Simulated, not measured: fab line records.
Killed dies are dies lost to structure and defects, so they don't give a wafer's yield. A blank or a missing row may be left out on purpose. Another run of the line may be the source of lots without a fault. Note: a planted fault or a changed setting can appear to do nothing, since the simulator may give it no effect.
Matching of chambers    flow nand harc    NHARC_A_M1_DEP_33 on pecvd-04: 3 sister chambers
The step deposits SiCN, target thk 30 nm. 39 wafers are shown with their chamber, then 12 later ones without.

WAFERS PAIRED WITH THEIR CHAMBERS
wafer   chamber  heater power w (W)
L076.2  0        598
L076.5  2        622
L076.6  1        657
L078.1  2        639
L078.5  0        600
L078.6  2        631
L077.2  1        638
L077.3  0        688
L077.5  0        710
L080.2  2        684
L080.3  0        634
L080.5  2        693
L084.1  1        696
L084.2  2        631
L084.6  2        651
L085.2  0        707
L085.3  1        707
L085.6  1        694
L086.3  2        703
L086.4  1        631
L086.6  2        715
L086.1  0        689
L086.2  1        648
L086.5  0        695
L088.2  2        715
L088.3  0        657
L088.5  2        709
L088.1  1        594
L088.4  0        648
L088.6  1        583
L090.1  2        700
L090.3  0        667
L090.4  1        642
L090.2  1        625
L090.5  2        714
L090.6  0        662
L091.2  0        621
L091.4  0        650
L091.6  1        648

SIGNATURES, as means of the wafers listed above
reading         chamber 0  chamber 1  chamber 2  scatter within a chamber
heater power w  659.00     646.92     677.46     37.2
Rule: a wafer lies at a distance from a chamber equal to the root of the sum of squares, over the readings, of (its reading less the chamber's mean, divided by the reading's scatter). If the next closest chamber is less than 2 further off than the closest, the wafer can't be placed; otherwise it belongs to the closest. How the scatter is found: for the shown wafers, subtract from each reading the mean of its chamber, square and add these, divide the total by (wafers less chambers), then take the root.

WAFERS WITH NO CHAMBER GIVEN
wafer   heater power w (W)
L095.1  683
L095.3  622
L095.4  634
L095.2  624
L095.5  625
L095.6  676
L093.1  592
L093.4  596
L093.6  593
L094.1  609
L094.4  665
L094.5  620

WHICH CHAMBER EACH ONE RAN IN
wafer   from the rows above           in truth
L095.1  can't be placed: 2 or 0 or 1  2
L095.3  can't be placed: 1 or 0 or 2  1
L095.4  can't be placed: 1 or 0 or 2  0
L095.2  can't be placed: 1 or 0 or 2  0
L095.5  can't be placed: 1 or 0 or 2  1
L095.6  can't be placed: 2 or 0 or 1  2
L093.1  can't be placed: 1 or 0 or 2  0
L093.4  can't be placed: 1 or 0 or 2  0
L093.6  can't be placed: 1 or 0 or 2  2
L094.1  can't be placed: 1 or 0 or 2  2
L094.4  can't be placed: 0 or 2 or 1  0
L094.5  can't be placed: 1 or 0 or 2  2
Placed correctly: 0 of 12. Cannot be placed on the basis of these rows: 12; the candidates contain the true chamber in 12. Wrongly placed: 0.
